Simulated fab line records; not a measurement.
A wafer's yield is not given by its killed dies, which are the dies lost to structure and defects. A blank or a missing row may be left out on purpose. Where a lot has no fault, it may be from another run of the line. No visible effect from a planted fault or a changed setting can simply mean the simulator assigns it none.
fab line records / flow n5_finfet
record: lots: 4 wafers: 11 last_day: 16
route steps=1938 shown BEOL_M1@829 BEOL_M2@841 BEOL_M4@1111
lots that met no fault: from a run of the same line without faults
start_h: hours from the record's first day to the start of the lot's first wafer shown / wait_h: time in hours since the lot's previous step / " the same as in the row above / L1.1+2: one row covering several wafers at once / - either no value or no given start / * or withheld: withheld / < > ~ a bound
route shown NAME@n: a module of which the file shows steps, and the number in the route of the first / usual: average and standard deviation across the fault-free wafers / same: alike in all rows / chamber/n: place in a boat / sites: per-site readings / _std_site: the standard deviation of these / _edge_site: outer sites' mean less inner sites' / radius_mm: how far each site lies from the wafer's centre / mask NAME#n: copy n / behind: the most recent tool/chamber to have shaped the wafer / hold: why the lot was held/for how many hours/how that ended / device: names the non-switching transistor (n, p or np) / end of line: the route-end tests of the same wafers / a step given without rows: its recipe and nothing more / killed: not the wafer's yield, but the dies lost to structure and defects at the first sort / map: dies across one wafer; x = killed, . = not, _ = none there
set.NAME: the setting that was run; set.NAME@STEP: the one run at that earlier step / model.NAME: the simulator's own value behind a step, which no gauge read
lots seen at some steps along the route; tables by step, rows by wafer
services: a tool's chamber out of use, with start hour (start_h, from the record's first day; less than 0 if before it), hours out, and reason
== steps ==
step: N5_BEOL_M1_ANNEAL_95
recipe: temp_c: 400 time_s: 240 ambient: vacuum
step: N5_BEOL_M1_SPUTTER_96
recipe: material: Cu target_thk_a: 45 temp_c: -20 chamber_pressure_pa: 0.07 power_w: withheld time_s: 8.29
step: N5_BEOL_M1_ECD_50
recipe: material: Cu target_thk_a: 3000
step: N5_BEOL_M1_ANNEAL_51
recipe: temp_c: 225 time_s: 90 ambient: N2
step: N5_BEOL_M1_CMP_52
recipe: stop_on: SiOC t_overpolish_s: 6.8 down_force_psi: 1 platen_rpm: 50 clearing_platen_down_force_psi: 1.5 clearing_platen_rpm: 50 post_cmp_clean: cu_alkaline target_thk_nm: 40 clearing_platen_pad_velocity_m_s: 0.99484 pad_velocity_m_s: 0.99484
step: N5_BEOL_M1_PRE_CLEAN_60
recipe: gas: NH3/H2 time_s: 15 temp_c: * rf_power_w: 300
step: N5_BEOL_M1_CO_CAP_55
recipe: material: Co target_thk_a: 20 temp_c: 200 precursor: CCTBA/H2 pressure_torr: 30 time_s: 102.1
step: N5_BEOL_M1_PRE_CLEAN_56
recipe: gas: NH3 time_s: 15 temp_c: withheld rf_power_w: 300
step: N5_BEOL_M1_DEP_57
recipe: material: SiCN target_thk_a: 80 temp_c: withheld precursor: 3MS/NH3 pressure_torr: 3 rf_w: 202 time_s: 14
step: N5_BEOL_M2_ILD_DEP_00
recipe: material: SiOC target_thk_a: 790 temp_c: 350 precursor: DEMS/O2 pressure_torr: 5 rf_w: 500 time_s: 15.3
usual: heater_power_w: 485/47 showerhead_plenum_p_Torr: 5.688/0.013 throttle_valve_pct: 11.8/0.4
lot.wafer=L581.4 tool=pecvd-03 chamber=0 start_h=151.08 wait_h=0.1 heater_power_w=527 showerhead_plenum_p_Torr=5.681 throttle_valve_pct=11.6 model.SiOC_of_BEOL_M2_ILD_DEP_00.thk_nm=83.4
lot.wafer=L581.5 tool=pecvd-03 chamber=1 start_h=151.08 wait_h=0.1 heater_power_w=500 showerhead_plenum_p_Torr=5.669 throttle_valve_pct=11.8 model.SiOC_of_BEOL_M2_ILD_DEP_00.thk_nm=79.6
lot.wafer=L583.2 tool=pecvd-03 chamber=0 start_h=168.53 wait_h=0.0 heater_power_w=522 showerhead_plenum_p_Torr=5.667 throttle_valve_pct=11.3 model.SiOC_of_BEOL_M2_ILD_DEP_00.thk_nm=78
lot.wafer=L583.3 tool=pecvd-03 chamber=1 start_h=168.53 wait_h=0.0 heater_power_w=494 showerhead_plenum_p_Torr=5.680 throttle_valve_pct=12.3 model.SiOC_of_BEOL_M2_ILD_DEP_00.thk_nm=82.4
lot.wafer=L583.6 tool=pecvd-03 chamber=0 start_h=168.53 wait_h=0.0 heater_power_w=520 showerhead_plenum_p_Torr=5.689 throttle_valve_pct=11.7 model.SiOC_of_BEOL_M2_ILD_DEP_00.thk_nm=80.4
lot.wafer=L592.1 tool=pecvd-03 chamber=1 start_h=235.17 wait_h=0.0 heater_power_w=502 showerhead_plenum_p_Torr=5.673 throttle_valve_pct=12.1 model.SiOC_of_BEOL_M2_ILD_DEP_00.thk_nm=77.6
lot.wafer=L592.3 tool=pecvd-03 chamber=2 start_h=235.17 wait_h=0.0 heater_power_w=476 showerhead_plenum_p_Torr=5.700 throttle_valve_pct=11.3 model.SiOC_of_BEOL_M2_ILD_DEP_00.thk_nm=77.8
lot.wafer=L592.6 tool=pecvd-03 chamber=1 start_h=235.17 wait_h=0.0 heater_power_w=497 showerhead_plenum_p_Torr=5.681 throttle_valve_pct=12.2 model.SiOC_of_BEOL_M2_ILD_DEP_00.thk_nm=79.4
lot.wafer=L595.4 tool=pecvd-01 chamber=0 start_h=249.89 wait_h=0.1 heater_power_w=468 showerhead_plenum_p_Torr=5.684 throttle_valve_pct=11.7 model.SiOC_of_BEOL_M2_ILD_DEP_00.thk_nm=80.8
lot.wafer=L595.5 tool=pecvd-01 chamber=0 start_h=249.89 wait_h=0.1 heater_power_w=468 showerhead_plenum_p_Torr=5.699 throttle_valve_pct=12.2 model.SiOC_of_BEOL_M2_ILD_DEP_00.thk_nm=80
lot.wafer=L595.6 tool=pecvd-01 chamber=2 start_h=249.89 wait_h=0.1 heater_power_w=487 showerhead_plenum_p_Torr=5.697 throttle_valve_pct=11.9 model.SiOC_of_BEOL_M2_ILD_DEP_00.thk_nm=80
step: N5_BEOL_M2_THK_MEAS_01
recipe: reads: SiOC_of_BEOL_M2_ILD_DEP_00
usual: M2_ILD_THK: 79.1/1
lot.wafer=L581.4 tool=film_metro-02 chamber=- start_h=151.14 wait_h=0.0 M2_ILD_THK[nm]=83.2
lot.wafer=L581.5 tool=film_metro-02 chamber=- start_h=151.14 wait_h=0.0 M2_ILD_THK[nm]=79.7
lot.wafer=L583.2 tool=film_metro-02 chamber=- start_h=168.59 wait_h=0.1 M2_ILD_THK[nm]=78.0
lot.wafer=L583.3 tool=film_metro-02 chamber=- start_h=168.59 wait_h=0.1 M2_ILD_THK[nm]=82.3
lot.wafer=L583.6 tool=film_metro-02 chamber=- start_h=168.59 wait_h=0.1 M2_ILD_THK[nm]=80.4
lot.wafer=L592.1 tool=film_metro-02 chamber=- start_h=235.23 wait_h=0.0 M2_ILD_THK[nm]=77.6
lot.wafer=L592.3 tool=film_metro-02 chamber=- start_h=235.23 wait_h=0.0 M2_ILD_THK[nm]=77.9
lot.wafer=L592.6 tool=film_metro-02 chamber=- start_h=235.23 wait_h=0.0 M2_ILD_THK[nm]=79.5
lot.wafer=L595.4 tool=film_metro-02 chamber=- start_h=249.95 wait_h=0.1 M2_ILD_THK[nm]=80.9
lot.wafer=L595.5 tool=film_metro-02 chamber=- start_h=249.95 wait_h=0.1 M2_ILD_THK[nm]=80.0
lot.wafer=L595.6 tool=film_metro-02 chamber=- start_h=249.95 wait_h=0.1 M2_ILD_THK[nm]=79.8
step: N5_BEOL_M2_PECVD_72
recipe: material: SiO2 target_thk_a: 160 temp_c: 400 precursor: TEOS/O2 pressure_torr: 5.5 rf_w: 450 teos_flow_sccm: 53.8 gas: O2 flow_sccm: 3000 time_s: 18
step: N5_BEOL_M2_HM_DEP_02
recipe: material: TiN target_thk_a: 200 temp_c: 25 chamber_pressure_pa: 0.49996
step: N5_BEOL_M2_COAT_61
recipe: resist: SOC temp_c: 250 time_s: 60 spin_rpm: 1500 resist_thk_nm: 60
step: N5_BEOL_M2_COAT_62
recipe: resist: SiARC temp_c: 220 time_s: 60 spin_rpm: 1500 resist_thk_nm: 12
step: N5_BEOL_M2_COAT_73
recipe: resist: underlayer temp_c: 205 time_s: 60 spin_rpm: 1500 resist_thk_nm: 5
step: N5_BEOL_M2_COAT_05
recipe: resist: CAR-EUV spin_rpm: 1500 resist_thk_nm: 30
step: N5_BEOL_M2_EBR_07
recipe: solvent: PGMEA ebr_width_mm: 1.5
step: N5_BEOL_M2_SOFTBAKE_06
recipe: temp_c: 110 time_s: 60 resist: CAR-EUV
step: N5_BEOL_M2_EXPOSE_08
recipe: mask_id: M2 na: 0.33 source_shape: dipole sigma_inner: 0.369 sigma_outer: 0.767 polarization: unpolarized dose_mj: 41.25
step: N5_BEOL_M2_PEB_09
recipe: peb_temp_c: 100 peb_time_s: 60 resist: CAR-EUV
step: N5_BEOL_M2_DEVELOP_10
recipe: develop_time_s: 30 developer: TMAH resist: CAR-EUV rinse_liquid: surfactant_rinse dry: air_spin dev_temp_c: 23
step: N5_BEOL_M2_DESCUM_16
recipe: chemistry: O2 time_s: 7 source_power_w: 50 bias_power_w: 20 pressure_mtorr: 20 rf_frequency_hz: 2.712e+07 temp_c: 40 resist: CAR-EUV o2_flow_sccm: 225
step: N5_BEOL_M2_ETCH_74
recipe: chemistry: N2/H2 target: underlayer target_depth_a: 65 mask_material: CAR-EUV time_s: 5.2 ion_energy_ev: 200 pressure_mtorr: 30 source_w: 840 bias_w: 150 n2_flow_sccm: 200 h2_flow_sccm: 200 ends: cleared
step: N5_BEOL_M2_ETCH_63
recipe: chemistry: CF4 target: SiARC target_depth_a: 156 mask_material: CAR-EUV time_s: 26 ion_energy_ev: 80 pressure_mtorr: 40 source_w: 545 bias_w: 36 Ar_flow_sccm: 100 cf4_flow_sccm: 100 ends: cleared
step: N5_BEOL_M2_ETCH_64
recipe: chemistry: N2/H2 target: SOC target_depth_a: 750 overetch_a: 225 mask_material: SiARC temp_c: 40 time_s: 121.9 ion_energy_ev: 200 pressure_mtorr: 30 source_w: 840 bias_w: 150 n2_flow_sccm: 200 h2_flow_sccm: 200
step: N5_BEOL_M2_STRIP_65
recipe: chemistry: N2/H2 temp_c: 40 n2_flow_sccm: 200 h2_flow_sccm: 200 rf_frequency_hz: 6e+07
step: N5_BEOL_M2_STRIP_75
recipe: chemistry: N2/H2 temp_c: 40 n2_flow_sccm: 200 h2_flow_sccm: 200 rf_frequency_hz: 6e+07
step: N5_BEOL_M2_STRIP_66
recipe: chemistry: CF4 resist: SiARC power_w: 300 bias_power_w: 75 pressure_mtorr: 50 cf4_flow_sccm: 150 rf_frequency_hz: 6e+07
step: N5_BEOL_M2_HM_OPEN_17
recipe: chemistry: Cl2/BCl3 target_depth_a: 200 overetch_a: 60 target: TiN mask_material: SOC ion_energy_ev: 150 pressure_mtorr: 10 icp_w: 1000 bias_w: 126 Cl2_flow_sccm: 53.25 bcl3_flow_sccm: 21.75 Ar_flow_sccm: 25
step: N5_BEOL_M2_STRIP_19
recipe: chemistry: O2 power_w: 400 temp_c: 40 pressure_mtorr: 30 rf_frequency_hz: 6e+07 bias_power_w: 0 overash_fraction: 0.2 o2_flow_sccm: 225
step: N5_BEOL_M2_COAT_67
recipe: resist: SOC temp_c: 250 time_s: 60 spin_rpm: 1500 resist_thk_nm: 60
step: N5_BEOL_M2_COAT_68
recipe: resist: SiARC temp_c: 220 time_s: 60 spin_rpm: 1500 resist_thk_nm: 12
step: N5_BEOL_M2_COAT_76
recipe: resist: underlayer temp_c: 205 time_s: 60 spin_rpm: 1500 resist_thk_nm: 5
step: N5_BEOL_M2_COAT_22
recipe: resist: CAR-EUV spin_rpm: 1500 resist_thk_nm: 30
step: N5_BEOL_M2_CMP_52
recipe: stop_on: SiOC t_overpolish_s: 6.8 down_force_psi: 1 platen_rpm: 50 clearing_platen_down_force_psi: 1.5 clearing_platen_rpm: 50 post_cmp_clean: cu_alkaline target_thk_nm: 40 clearing_platen_pad_velocity_m_s: 0.99484 pad_velocity_m_s: 0.99484
usual: barrier_field_endpoint_s: 24.8/0.77 motor_current_A: 6.1/0.6 overpolish_run_s: 6.799/0.0099 time_to_endpoint_s: 63/3.2
lot.wafer=L581.4 tool=cmp-02 chamber=3 start_h=164.03 wait_h=0.1 barrier_field_endpoint_s=25.4 motor_current_A=6.1 overpolish_run_s=6.803 time_to_endpoint_s=64 model.SiOC_of_BEOL_M2_ILD_DEP_00.thk_nm=80.4
lot.wafer=L581.5 tool=cmp-02 chamber=0 start_h=164.03 wait_h=0.1 barrier_field_endpoint_s=23.8 motor_current_A=5.9 overpolish_run_s=6.808 time_to_endpoint_s=59 model.SiOC_of_BEOL_M2_ILD_DEP_00.thk_nm=76.6
lot.wafer=L583.3 tool=cmp-03 chamber=2 start_h=178.01 wait_h=0.2 barrier_field_endpoint_s=25.6 motor_current_A=7.2 overpolish_run_s=6.814 time_to_endpoint_s=64 model.SiOC_of_BEOL_M2_ILD_DEP_00.thk_nm=79.4
lot.wafer=L583.2 tool=cmp-03 chamber=1 start_h=178.01 wait_h=0.2 barrier_field_endpoint_s=25.1 motor_current_A=5.2 overpolish_run_s=6.815 time_to_endpoint_s=62 model.SiOC_of_BEOL_M2_ILD_DEP_00.thk_nm=75
lot.wafer=L583.6 tool=cmp-03 chamber=2 start_h=178.01 wait_h=0.2 barrier_field_endpoint_s=25.8 motor_current_A=7.3 overpolish_run_s=6.787 time_to_endpoint_s=65 model.SiOC_of_BEOL_M2_ILD_DEP_00.thk_nm=77.4
lot.wafer=L592.3 tool=cmp-04 chamber=3 start_h=246.89 wait_h=0.7 barrier_field_endpoint_s=25.3 motor_current_A=6.5 overpolish_run_s=6.803 time_to_endpoint_s=63 model.SiOC_of_BEOL_M2_ILD_DEP_00.thk_nm=74.8
lot.wafer=L592.1 tool=cmp-04 chamber=0 start_h=246.89 wait_h=0.7 barrier_field_endpoint_s=26.0 motor_current_A=5.7 overpolish_run_s=6.796 time_to_endpoint_s=68 model.SiOC_of_BEOL_M2_ILD_DEP_00.thk_nm=74.6
lot.wafer=L592.6 tool=cmp-04 chamber=1 start_h=246.89 wait_h=0.7 barrier_field_endpoint_s=24.8 motor_current_A=5.9 overpolish_run_s=6.797 time_to_endpoint_s=63 model.SiOC_of_BEOL_M2_ILD_DEP_00.thk_nm=76.4
lot.wafer=L595.4 tool=cmp-03 chamber=0 start_h=257.66 wait_h=0.2 barrier_field_endpoint_s=24.4 motor_current_A=6.3 overpolish_run_s=6.814 time_to_endpoint_s=65 model.SiOC_of_BEOL_M2_ILD_DEP_00.thk_nm=77.8
lot.wafer=L595.6 tool=cmp-03 chamber=0 start_h=257.66 wait_h=0.2 barrier_field_endpoint_s=24.2 motor_current_A=6.3 overpolish_run_s=6.798 time_to_endpoint_s=63 model.SiOC_of_BEOL_M2_ILD_DEP_00.thk_nm=77
lot.wafer=L595.5 tool=cmp-03 chamber=1 start_h=257.66 wait_h=0.2 barrier_field_endpoint_s=24.4 motor_current_A=5.0 overpolish_run_s=6.805 time_to_endpoint_s=62 model.SiOC_of_BEOL_M2_ILD_DEP_00.thk_nm=77
step: N5_BEOL_M4_RC_MEAS_101
usual: DIBL_N: 36.2/1.6 DIBL_P: 36.5/1.9 IOFF_N: 0.158/0.027 IOFF_P: 0.21/0.038 ION_N: 675/12 ION_P: 464/8.9 SS_N: 71.5/0.61 SS_P: 73.4/0.59 VT_N: 250.4/3 VT_P: -250/3.6
lot.wafer=L581.4 tool=prober-02 chamber=0 start_h=186.36 wait_h=0.5 DIBL_N[mV/V]=34.8 DIBL_P[mV/V]=34.9 IOFF_N[nA/um]=0.135 IOFF_P[nA/um]=0.18 ION_N[uA/um]=660 ION_P[uA/um]=455 SS_N[mV/dec]=71.9 SS_P[mV/dec]=72.5 VT_N[mV]=251.2 VT_P[mV]=-254
lot.wafer=L581.5 tool=prober-02 chamber=0 start_h=186.36 wait_h=0.5 DIBL_N[mV/V]=33.9 DIBL_P[mV/V]=33.5 IOFF_N[nA/um]=0.119 IOFF_P[nA/um]=0.16 ION_N[uA/um]=656 ION_P[uA/um]=445 SS_N[mV/dec]=71.4 SS_P[mV/dec]=72.9 VT_N[mV]=254.5 VT_P[mV]=-256
lot.wafer=L583.2 tool=prober-01 chamber=0 start_h=202.64 wait_h=0.2 DIBL_N[mV/V]=37.3 DIBL_P[mV/V]=36.5 IOFF_N[nA/um]=0.153 IOFF_P[nA/um]=0.19 ION_N[uA/um]=673 ION_P[uA/um]=460 SS_N[mV/dec]=71.3 SS_P[mV/dec]=74.0 VT_N[mV]=252.8 VT_P[mV]=-253
lot.wafer=L583.3 tool=prober-01 chamber=0 start_h=202.64 wait_h=0.2 DIBL_N[mV/V]=37.8 DIBL_P[mV/V]=37.0 IOFF_N[nA/um]=0.168 IOFF_P[nA/um]=0.20 ION_N[uA/um]=680 ION_P[uA/um]=460 SS_N[mV/dec]=71.9 SS_P[mV/dec]=74.1 VT_N[mV]=250.7 VT_P[mV]=-252
lot.wafer=L583.6 tool=prober-01 chamber=0 start_h=202.64 wait_h=0.2 DIBL_N[mV/V]=35.9 DIBL_P[mV/V]=34.8 IOFF_N[nA/um]=0.128 IOFF_P[nA/um]=0.16 ION_N[uA/um]=661 ION_P[uA/um]=454 SS_N[mV/dec]=70.8 SS_P[mV/dec]=73.1 VT_N[mV]=255.9 VT_P[mV]=-253
lot.wafer=L592.1 tool=prober-02 chamber=0 start_h=275.09 wait_h=0.0 DIBL_N[mV/V]=36.0 DIBL_P[mV/V]=36.8 IOFF_N[nA/um]=0.154 IOFF_P[nA/um]=0.21 ION_N[uA/um]=678 ION_P[uA/um]=461 SS_N[mV/dec]=71.9 SS_P[mV/dec]=73.5 VT_N[mV]=251.5 VT_P[mV]=-251
lot.wafer=L592.3 tool=prober-02 chamber=0 start_h=275.09 wait_h=0.0 DIBL_N[mV/V]=32.6 DIBL_P[mV/V]=33.1 IOFF_N[nA/um]=0.108 IOFF_P[nA/um]=0.15 ION_N[uA/um]=663 ION_P[uA/um]=454 SS_N[mV/dec]=71.3 SS_P[mV/dec]=73.0 VT_N[mV]=252.2 VT_P[mV]=-255
lot.wafer=L592.6 tool=prober-02 chamber=0 start_h=275.09 wait_h=0.0 DIBL_N[mV/V]=35.5 DIBL_P[mV/V]=35.9 IOFF_N[nA/um]=0.148 IOFF_P[nA/um]=0.19 ION_N[uA/um]=669 ION_P[uA/um]=459 SS_N[mV/dec]=72.0 SS_P[mV/dec]=73.0 VT_N[mV]=248.8 VT_P[mV]=-251
lot.wafer=L595.4 tool=prober-01 chamber=0 start_h=281.71 wait_h=0.5 DIBL_N[mV/V]=37.5 DIBL_P[mV/V]=38.3 IOFF_N[nA/um]=0.174 IOFF_P[nA/um]=0.26 ION_N[uA/um]=692 ION_P[uA/um]=475 SS_N[mV/dec]=71.1 SS_P[mV/dec]=74.4 VT_N[mV]=245.8 VT_P[mV]=-245
lot.wafer=L595.5 tool=prober-01 chamber=0 start_h=281.71 wait_h=0.5 DIBL_N[mV/V]=37.9 DIBL_P[mV/V]=38.2 IOFF_N[nA/um]=0.169 IOFF_P[nA/um]=0.25 ION_N[uA/um]=690 ION_P[uA/um]=481 SS_N[mV/dec]=71.9 SS_P[mV/dec]=73.6 VT_N[mV]=249.3 VT_P[mV]=-247
lot.wafer=L595.6 tool=prober-01 chamber=0 start_h=281.71 wait_h=0.5 DIBL_N[mV/V]=35.0 DIBL_P[mV/V]=35.0 IOFF_N[nA/um]=0.132 IOFF_P[nA/um]=0.20 ION_N[uA/um]=672 ION_P[uA/um]=461 SS_N[mV/dec]=71.0 SS_P[mV/dec]=72.5 VT_N[mV]=254.3 VT_P[mV]=-248
== services ==
tool=cmp-02 chamber=- start_h=157.47 hours=4.0 kind=pm
tool=cmp-04 chamber=- start_h=160.14 hours=5.4 kind=pm
tool=pecvd-03 chamber=1 start_h=161.29 hours=2.1 kind=scheduled_down
tool=cmp-02 chamber=- start_h=161.47 hours=- kind=consumable_replace:conditioner
tool=cmp-02 chamber=- start_h=161.47 hours=- kind=consumable_replace:pad
tool=pecvd-01 chamber=0 start_h=163.00 hours=2.1 kind=scheduled_down
tool=cmp-02 chamber=- start_h=167.32 hours=0.3 kind=repair
tool=cmp-02 chamber=- start_h=182.42 hours=8.2 kind=pm
tool=cmp-03 chamber=- start_h=218.16 hours=5.0 kind=pm
tool=cmp-03 chamber=- start_h=229.65 hours=4.0 kind=pm
tool=cmp-02 chamber=- start_h=231.85 hours=0.3 kind=repair
tool=cmp-03 chamber=- start_h=233.65 hours=- kind=consumable_replace:conditioner
tool=cmp-03 chamber=- start_h=233.65 hours=- kind=consumable_replace:pad
tool=pecvd-01 chamber=1 start_h=243.29 hours=17.6 kind=repair
tool=pecvd-01 chamber=- start_h=245.94 hours=0.7 kind=repair
tool=cmp-04 chamber=- start_h=251.10 hours=1.2 kind=repair
tool=cmp-04 chamber=- start_h=254.99 hours=2.5 kind=repair
== key ==
first_sign: step: N5_BEOL_M2_THK_MEAS_01 reading: M2_ILD_THK direction: up sigmas: 3.6 usual: 79.1 struck: 82.8
effect none on later readings
model_effect: step: N5_BEOL_M2_ILD_DEP_00 value: SiOC_of_BEOL_M2_ILD_DEP_00.thk_nm without: 79.3 struck: 82.9
model_effect: step: N5_BEOL_M2_CMP_52 value: SiOC_of_BEOL_M2_ILD_DEP_00.thk_nm without: 76.3 struck: 79.9
met_at N5_BEOL_M2_ILD_DEP_00
struck_wafers L581.4,L583.3
fault: kind: process_parameter_drift tool: pecvd-03 chamber: - onset_h: 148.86 steps: N5_BEOL_M2_ILD_DEP_00 channel: time_s offset: * shape: step end_h: 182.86 scope: struck_wafers_only acts_in: * stated: *
